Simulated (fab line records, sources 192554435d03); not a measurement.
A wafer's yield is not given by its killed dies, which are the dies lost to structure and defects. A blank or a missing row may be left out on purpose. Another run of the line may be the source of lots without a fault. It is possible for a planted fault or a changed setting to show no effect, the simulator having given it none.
Chamber matching	flow n5 finfet	rie diel-06 running N5_BEOL_M14_DESCUM_15: 4 sister chambers
The step chemistry O2, time 7.9 s. 16 wafers are shown with their chamber, then 8 later ones without.

## WAFERS PAIRED WITH THEIR CHAMBERS
wafer	chamber	drypump motor current A (A)	showerhead plenum p Torr (Torr)	throttle valve pct (%)
L078.1	1	5.63	2.13	20.78
L078.2	0	5.90	2.00	20.07
L078.4	3	5.12	2.18	20.98
L079.1	3	5.10	2.18	20.97
L079.4	3	5.13	2.17	20.99
L079.6	0	5.90	2.00	20.08
L080.2	3	5.12	2.17	20.99
L080.3	2	5.51	2.09	20.40
L080.4	0	5.91	2.00	20.07
L087.1	3	5.13	2.17	21.01
L087.2	2	5.53	2.08	20.41
L087.5	2	5.50	2.08	20.43
L089.1	1	5.62	2.12	20.45
L089.4	3	5.14	2.17	21.00
L089.6	3	5.12	2.17	21.00
L091.1	3	5.14	2.17	21.02

SIGNATURES (means of the wafers above)
reading	chamber 0	chamber 1	chamber 2	chamber 3	scatter within a chamber
drypump motor current A	5.9033	5.6250	5.5133	5.1250	0.0122
showerhead plenum p Torr	2.0000	2.1250	2.0833	2.1725	0.00471
throttle valve pct	20.0733	20.6150	20.4133	20.9950	0.0688
Rule: a wafer's distance from a chamber is the root of the sum, over the readings, of the square of ((its reading less the chamber's mean) divided by the reading's scatter). The wafer belongs to the nearest chamber; if the next one is less than 2 further off, it can't be placed. The scatter is the square root of a quotient: the sum, over the shown wafers, of each reading's squared deviation from its chamber's mean, divided by wafers minus chambers.

## WAFERS WHOSE CHAMBER IS MISSING
wafer	drypump motor current A (A)	showerhead plenum p Torr (Torr)	throttle valve pct (%)
L091.2	5.65	2.12	20.47
L091.4	5.48	2.08	20.43
L092.2	5.12	2.17	21.02
L092.4	5.49	2.08	20.42
L092.5	5.50	2.08	20.42
L096.1	5.50	2.07	20.47
L096.3	5.63	2.11	20.51
L096.4	5.91	1.98	20.14

## CHAMBER TAKEN BY EACH
wafer	from the rows above	in truth
L091.2	1	1
L091.4	2	2
L092.2	3	3
L092.4	2	2
L092.5	2	2
L096.1	2	2
L096.3	1	1
L096.4	0	0
8 of 8 placed correctly. Can't be placed from these rows: 0. 0 placed wrongly.
